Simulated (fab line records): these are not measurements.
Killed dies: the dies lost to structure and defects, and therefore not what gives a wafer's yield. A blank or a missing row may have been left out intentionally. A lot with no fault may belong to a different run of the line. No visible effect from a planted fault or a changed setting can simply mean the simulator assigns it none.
fab line records	flow n5_finfet
record lots=11	wafers=31	last_day=16
route steps=1938 shown BEOL_M1@820 MIM_BOT_LITHO@1863 MIM_BOT_ETCH@1869 PASSIVATION@1911
lots that met no fault: taken from a fault-free run of the same line
start_h: the number of hours between the record's first day and the start of the first shown wafer of the lot	wait_h: hours from the lot's prior step to this one	" identical to the entry in the row above	L1.1+2: one row covering several wafers at once	- no value, or no start was given	* or withheld: withheld	< > ~ a bound
route shown NAME@n: names a module that has steps shown in the file, with the first one's number in the route	usual: average and standard deviation across the fault-free wafers	same: alike in all rows	chamber/n: place in a boat	sites: the reading at each site	_std_site: standard deviation of those values	_edge_site: inner sites' mean taken away from outer sites' mean	radius_mm: for every site, how far away it sits from the centre of the wafer	mask NAME#n: copy n	behind: the most recent tool/chamber to have shaped the wafer	hold: what put the lot on hold/how long, in hours/how the hold closed	device: whichever transistor did not switch (one of n, p or np)	end of line: the tests these same wafers got at the end of their route	step lacking rows: just its recipe	killed: not the wafer's yield, but the dies lost to structure and defects at the first sort	map: shows each die of a wafer: x if killed, . if not, _ if none is there
set.NAME: setting as actually run; set.NAME@STEP: the setting as run at that earlier step	model.NAME: the simulator's own value behind a step, which no gauge read
steps of the route over a sample of lots; a table a step, a row a wafer
services: from which hour (start_h, from the record's first day; less than 0 if before it) a tool's chamber was out of use, for how many hours, and why
## steps
# step N5_BEOL_M1_SPUTTER_86
# recipe material=Cu	target_thk_a=45	temp_c=-20	chamber_pressure_pa=0.07	power_w=withheld	time_s=8.29
# usual susceptor_temp_C=-20.00/0.089	throttle_valve_pct=29.8/1.3
lot.wafer	tool	chamber	start_h	wait_h	susceptor_temp_C	throttle_valve_pct
L381.3	pvd_sputter-03	-	133.94	0.1	-19.87	30.0
L381.5	"	-	"	"	-20.12	30.4
L381.6	"	-	"	"	-19.97	31.9
L382.3	pvd_sputter-01	-	134.26	0.1	-19.91	29.4
L382.4	"	-	"	"	-20.02	29.2
L382.6	"	-	"	"	-20.11	31.3
L384.2	pvd_sputter-01	-	148.73	0.1	-19.92	29.0
L384.5	"	-	"	"	-19.86	31.4
L386.1	pvd_sputter-01	-	165.18	0.1	-20.05	30.6
L386.3	"	-	"	"	-20.17	29.5
L386.5	"	-	"	"	-20.04	31.0
L388.2	pvd_sputter-01	-	169.32	0.1	-20.10	30.6
L388.5	"	-	"	"	-20.13	30.5
L388.6	"	-	"	"	-19.98	29.2
L389.1	pvd_sputter-02	-	181.13	0.1	-19.99	28.5
L389.2	"	-	"	"	-20.03	30.1
L389.3	"	-	"	"	-19.90	30.3
L390.3	pvd_sputter-02	-	183.81	0.1	-19.87	28.5
L390.4	"	-	"	"	-19.96	26.7
L391.3	pvd_sputter-02	-	186.47	0.1	-20.04	26.8
L391.4	"	-	"	"	-19.88	28.6
L391.6	"	-	"	"	-19.93	28.8
L393.2	pvd_sputter-02	-	199.97	0.1	-19.93	26.9
L393.3	"	-	"	"	-19.98	30.1
L393.5	"	-	"	"	-20.02	30.1
L401.1	pvd_sputter-03	-	248.59	0.1	-20.13	30.0
L401.2	"	-	"	"	-19.90	30.2
L401.3	"	-	"	"	-19.90	30.0
L403.2	pvd_sputter-02	-	261.99	0.1	-20.00	26.8
L403.4	"	-	"	"	-20.07	29.9
L403.5	"	-	"	"	-20.00	30.0
# step N5_MIM_BOT_LITHO_OVL_MEAS_11
# recipe points_per_wafer=44
# usual MIM_BOT_OVL=0/4.6
lot.wafer	tool	chamber	start_h	wait_h	MIM_BOT_OVL[nm]
L382.3	overlay-01	0	247.90	0.0	-6
L382.4	"	0	"	"	-7
L382.6	"	0	"	"	-5
L381.3	overlay-02	0	248.21	0.0	-1
L381.5	"	0	"	"	-10
L381.6	"	0	"	"	0
L384.2	overlay-02	0	275.22	0.0	-1
L384.5	"	0	"	"	-3
L386.1	overlay-01	0	289.71	0.0	-10
L386.3	"	0	"	"	-10
L386.5	"	0	"	"	-4
L389.1	overlay-02	0	296.00	0.0	3
L389.2	"	0	"	"	3
L389.3	"	0	"	"	1
L388.2	overlay-02	0	298.15	0.0	-7
L388.5	"	0	"	"	-7
L388.6	"	0	"	"	-9
L390.3	overlay-02	0	306.79	0.0	5
L390.4	"	0	"	"	4
L391.3	overlay-01	0	313.78	0.0	8
L391.4	"	0	"	"	6
L391.6	"	0	"	"	5
L393.2	overlay-02	0	323.31	0.0	6
L393.3	"	0	"	"	-1
L393.5	"	0	"	"	1
L401.1	overlay-02	0	377.52	0.0	11
L401.2	"	0	"	"	7
L401.3	"	0	"	"	7
L403.2	overlay-02	0	386.40	0.0	2
L403.4	"	0	"	"	-5
L403.5	"	0	"	"	0
# step N5_MIM_BOT_ETCH_STRIP_01
# recipe chemistry=O2	power_w=600	temp_c=60	pressure_mtorr=30	rf_frequency_hz=6e+07	bias_power_w=0	overash_fraction=0.5	o2_flow_sccm=225
# usual drypump_motor_current_A=5.7/0.48	oes_product_au=0.76/0.074	rf_vpp_V=3.8/1.3	showerhead_plenum_p_Torr=2.12/0.052	temp_c=60.00/0.12	throttle_valve_pct=16.8/0.3
lot.wafer	tool	chamber	start_h	wait_h	drypump_motor_current_A	oes_product_au	rf_hours_counter_h	rf_vpp_V	showerhead_plenum_p_Torr	temp_c	throttle_valve_pct
L382.3	rie_diel-06	1	248.44	0.1	5.7	0.69	229	5.1	2.17	60.00	16.9
L382.4	"	2	"	"	5.5	0.76	144	5.9	2.09	60.06	16.6
L382.6	"	3	"	"	5.7	0.79	-	4.9	2.12	60.26	16.9
L381.3	rie_diel-06	3	248.94	0.3	5.7	0.80	112	4.0	2.12	60.26	16.9
L381.5	"	2	"	"	5.5	0.76	-	5.2	2.09	60.24	16.6
L381.6	"	3	"	"	5.7	0.79	-	3.2	2.12	59.97	16.8
L384.2	rie_diel-06	1	275.66	0.1	5.7	0.66	239	4.4	2.16	60.02	17.0
L384.5	"	1	"	"	5.7	0.66	-	1.7	2.16	60.15	16.9
L386.1	rie_diel-05	1	290.19	0.1	6.2	0.78	127	3.6	2.11	60.00	16.8
L386.3	"	0	"	"	5.5	0.74	160	4.2	2.10	60.05	17.0
L386.5	"	2	"	"	4.9	0.71	-	2.8	2.16	59.92	16.6
L389.1	rie_diel-05	0	296.51	0.1	5.5	0.74	163	3.2	2.10	59.96	17.0
L389.2	"	1	"	"	6.2	0.79	130	4.7	2.11	59.97	16.9
L389.3	"	2	"	"	4.9	0.71	229	4.3	2.16	59.92	16.5
L388.2	rie_diel-02	3	298.59	0.1	5.9	0.71	164	4.0	2.10	59.91	17.1
L388.5	"	1	"	"	6.3	0.96	-	4.4	2.05	59.87	16.1
L388.6	"	0	"	"	6.5	0.81	-	4.0	2.19	60.05	16.7
L390.3	rie_diel-02	2	307.66	0.1	5.1	0.69	229	3.6	2.09	60.09	17.3
L390.4	"	0	"	"	6.5	0.80	105	4.9	2.19	60.01	16.7
L391.3	rie_diel-02	1	314.22	0.1	6.3	0.92	16	4.1	2.04	60.03	16.1
L391.4	"	3	"	"	5.9	0.70	-	4.8	2.09	60.07	17.1
L391.6	"	2	"	"	5.1	0.69	-	2.2	2.09	59.91	17.3
L393.2	rie_diel-05	2	323.76	0.1	4.9	0.70	239	6.0	2.16	60.16	16.6
L393.3	"	3	"	"	5.5	0.77	139	1.9	2.21	60.02	16.7
L393.5	"	2	"	"	4.9	0.71	-	4.2	2.16	60.08	16.5
L401.1	rie_diel-05	1	377.99	0.1	6.2	0.76	160	2.3	2.10	60.05	16.9
L401.2	"	3	"	"	5.5	0.72	161	4.1	2.21	60.04	16.7
L401.3	"	0	"	"	5.5	0.71	193	2.4	2.09	59.82	17.1
L403.2	rie_diel-05	0	387.01	0.1	5.5	0.72	196	3.5	2.09	60.10	17.1
L403.4	"	1	"	"	6.2	0.75	164	2.1	2.10	59.97	17.0
L403.5	"	3	"	"	5.5	0.75	-	3.3	2.20	59.93	16.7
# step N5_PASSIVATION_STRIP_34
# recipe chemistry=O2	power_w=600	temp_c=60	pressure_mtorr=30	rf_frequency_hz=6e+07	bias_power_w=0	overash_fraction=2	o2_flow_sccm=225
# usual drypump_motor_current_A=5.8/0.51	oes_product_au=0.79/0.089	rf_vpp_V=3.6/1.4	showerhead_plenum_p_Torr=2.12/0.052	temp_c=60.02/0.11	throttle_valve_pct=16.8/0.33
lot.wafer	tool	chamber	start_h	wait_h	drypump_motor_current_A	oes_product_au	rf_hours_counter_h	rf_vpp_V	showerhead_plenum_p_Torr	temp_c	throttle_valve_pct
L382.3	rie_diel-02	0	252.32	0.2	6.5	0.81	82	2.7	2.19	59.91	16.7
L382.4	"	0	"	"	6.5	0.83	-	2.3	2.20	60.07	16.6
L382.6	"	2	"	"	5.1	0.70	-	5.2	2.09	59.98	17.3
L381.3	rie_diel-02	0	252.36	0.1	6.6	0.84	82	3.7	2.20	59.98	16.7
L381.5	"	0	"	"	6.6	0.81	-	3.2	2.19	60.19	16.7
L381.6	"	2	"	"	5.1	0.69	-	5.6	2.09	59.92	17.2
L384.2	rie_diel-02	2	280.26	0.1	5.1	0.69	220	3.3	2.09	59.92	17.2
L384.5	"	3	"	"	5.9	0.72	-	2.7	2.10	60.01	17.1
L386.1	rie_diel-02	0	294.18	0.3	6.6	0.83	100	3.6	2.19	59.94	16.7
L386.3	"	1	"	"	6.3	0.94	9	2.2	2.05	60.19	16.0
L386.5	"	3	"	"	5.9	0.72	-	6.1	2.10	60.03	17.1
L389.1	rie_diel-02	3	302.04	0.1	5.9	0.73	164	6.3	2.09	60.08	17.1
L389.2	"	2	"	"	5.1	0.68	227	4.3	2.09	60.09	17.2
L389.3	"	0	"	"	6.5	0.79	102	5.4	2.19	60.03	16.7
L388.2	rie_diel-02	2	302.19	0.1	5.1	0.71	227	6.3	2.09	59.98	17.2
L388.5	"	0	"	"	6.5	0.79	-	5.5	2.19	60.02	16.7
L388.6	"	1	"	"	6.2	0.96	-	2.4	2.05	59.96	16.0
L390.3	rie_diel-05	2	313.43	0.1	4.9	0.70	236	5.5	2.16	59.73	16.5
L390.4	"	1	"	"	6.2	0.78	137	2.3	2.11	60.01	16.9
L391.3	rie_diel-05	3	323.94	0.1	5.5	0.77	140	4.4	2.21	59.99	16.7
L391.4	"	0	"	"	5.5	0.73	172	4.7	2.09	59.99	17.1
L391.6	"	0	"	"	5.5	0.74	-	4.6	2.09	59.78	17.1
L393.2	rie_diel-02	1	326.83	0.2	6.3	0.92	22	4.9	2.04	59.88	16.1
L393.3	"	0	"	"	6.6	0.79	106	5.0	2.19	60.07	16.7
L393.5	"	2	"	"	5.1	0.69	-	2.5	2.08	60.03	17.3
L401.1	rie_diel-06	1	382.44	0.1	5.7	0.93	20	4.5	2.15	59.99	16.5
L401.2	"	2	"	"	5.5	0.70	195	0.9	2.07	60.03	16.7
L401.3	"	3	"	"	5.7	0.75	162	4.8	2.10	59.97	16.9
L403.2	rie_diel-06	3	390.56	0.1	5.8	0.74	166	1.6	2.10	60.05	16.9
L403.4	"	0	"	"	6.4	0.91	15	3.8	2.06	60.10	16.6
L403.5	"	0	"	"	6.4	0.93	-	6.8	2.06	59.90	16.6
# step N5_PASSIVATION_PROBE_49
# usual defect_limited_yield=90.9/1.5	killed_at_M0_to_M3=36/9.9	killed_at_M4_up=13/4.5	killed_at_contacts=13/6.4	killed_at_front_end=42/12	killed_at_other=3.4/3	killed_dies=107/18	killed_on_rim=14/4.3	killed_open=69/13	killed_short=35/8.2	sort_bin_5_function=5.3/1.1	sort_bin_6_memory=3.4/0.69	sort_n_pass=1073/18	sort_yield_pct=90.9/1.5
# same gross_dies=1180	killed_at_back_side=0	sort_bin_4_leakage[%]=0	sort_bin_8_speed[%]=0
lot.wafer	tool	chamber	start_h	wait_h	defect_limited_yield[%]	killed_at_M0_to_M3	killed_at_M4_up	killed_at_contacts	killed_at_front_end	killed_at_other	killed_dies	killed_on_rim	killed_open	killed_short	sort_bin_5_function[%]	sort_bin_6_memory[%]	sort_n_pass	sort_yield_pct[%]
L393.2	prober-01	-	331.63	0.1	80.3	164	23	7	36	2	232	14	73	32	12.4	4.0	948	80.3
L393.3	prober-01	-	331.68	0.1	81.9	153	22	9	29	1	214	10	60	24	11.3	4.0	966	81.9
L393.5	prober-01	-	331.78	0.2	82.3	139	16	10	43	1	209	29	58	37	11.5	3.9	971	82.3
L391.3	prober-02	-	331.68	0.1	81.2	153	13	13	42	1	222	18	59	27	12.8	3.5	958	81.2
L391.4	prober-02	-	331.73	0.2	81.3	152	13	1	53	2	221	9	59	30	12.2	4.6	959	81.3
L391.6	prober-02	-	331.83	0.3	77.7	173	19	9	59	3	263	20	82	46	13.6	5.3	917	77.7
# killed by level:class
L393.2 BEOL_M1:unspecified=126 BEOL_M4:geometric_particle:open=15 BEOL_M3:geometric_particle:open=9 FIN_SAQP:geometric_particle:open=8 BEOL_M1:geometric_particle:open=8 MOL_CONTACT_COAG:geometric_particle:open=6 FIN_SAQP:geometric_particle:short=5 DUMMY_GATE:geometric_particle:open=4
L391.3 BEOL_M1:unspecified=131 FIN_SAQP:geometric_particle:open=12 MOL_CONTACT_COAG:geometric_particle:open=10 BEOL_M3:geometric_particle:open=8 DUMMY_GATE:geometric_particle:open=5 BEOL_M4:geometric_particle:open=5 DUMMY_GATE:geometric_particle:short=4 GATE_CUT:geometric_particle:short=4
L393.3 BEOL_M1:unspecified=129 BEOL_M4:geometric_particle:open=13 FIN_SAQP:geometric_particle:open=8 DUMMY_GATE:geometric_particle:open=7 MOL_CONTACT_COAG:geometric_particle:open=7 BEOL_M1:geometric_particle:open=7 BEOL_M3:geometric_particle:open=6 BEOL_M0_SAQP:geometric_particle:open=5
L391.4 BEOL_M1:unspecified=130 FIN_SAQP:geometric_particle:open=20 FIN_SAQP:geometric_particle:short=17 BEOL_M1:geometric_particle:open=8 BEOL_M2:geometric_particle:open=5 GATE_CUT:geometric_particle:short=4 BEOL_M4:geometric_particle:open=4 DUMMY_GATE:geometric_particle:open=3
L393.5 BEOL_M1:unspecified=106 MOL_CONTACT_COAG:geometric_particle:open=10 FIN_SAQP:geometric_particle:open=7 FIN_SAQP:geometric_particle:short=7 BEOL_M3:geometric_particle:open=7 ILD0:geometric_particle:short=6 BEOL_M2:geometric_particle:open=6 BEOL_M4:geometric_particle:open=6
L391.6 BEOL_M1:unspecified=130 BEOL_M3:geometric_particle:open=14 FIN_SAQP:geometric_particle:open=13 FIN_SAQP:geometric_particle:short=7 BEOL_M0_SAQP:geometric_particle:short=7 BEOL_M1:geometric_particle:open=7 BEOL_M0_SAQP:geometric_particle:open=7 GATE_CUT:geometric_particle:short=6
## services
tool	chamber	start_h	hours	kind
pvd_sputter-02	-	124.06	2.1	repair
rie_diel-02	-	156.72	16.8	repair
rie_diel-06	1	161.09	4.9	repair
rie_diel-05	2	164.28	5.6	repair
rie_diel-06	3	211.16	15.1	repair
rie_diel-02	2	226.34	13.2	repair
rie_diel-06	1	233.21	4.6	repair
rie_diel-06	-	242.52	0.3	repair
rie_diel-02	1	251.75	-	clean
rie_diel-02	1	251.75	-	consumable_replace:focus_ring
rie_diel-02	1	251.75	19.5	scheduled_down
rie_diel-02	1	251.75	19.5	vent_cycle
rie_diel-06	0	289.58	6.3	repair
rie_diel-05	3	300.97	6.5	repair
rie_diel-06	1	305.30	-	clean
rie_diel-02	0	313.14	13.1	repair
rie_diel-05	2	352.60	-	clean
rie_diel-05	2	352.60	-	consumable_replace:focus_ring
rie_diel-05	2	352.60	25.6	scheduled_down
rie_diel-05	2	352.60	25.6	vent_cycle
rie_diel-02	2	364.55	-	clean
rie_diel-02	2	364.55	-	consumable_replace:focus_ring
rie_diel-02	2	364.55	25.3	scheduled_down
rie_diel-02	2	364.55	25.3	vent_cycle
## key
first_sign step=N5_PASSIVATION_PROBE_49	reading=killed_at_M0_to_M3	direction=up	sigmas=12	usual=36	struck=156
effect step=N5_PASSIVATION_PROBE_49	reading=killed_dies	direction=up	sigmas=6.6	usual=107	struck=227
more_kills_born_at N5_BEOL_M1_SPUTTER_86@pvd_sputter-02=752
met_at N5_BEOL_M1_SPUTTER_86
struck_lots L391,L393
not_acting_at N5_MIM_BOT_LITHO_OVL_MEAS_11,N5_MIM_BOT_ETCH_STRIP_01,N5_PASSIVATION_STRIP_34
onset_between 183.81 186.47
fault kind=chamber_particle_source	tool=pvd_sputter-02	chamber=-	onset_h=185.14	steps=N5_BEOL_M1_SPUTTER_86	rate_per_visit_cm2=1.0797	end_h=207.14
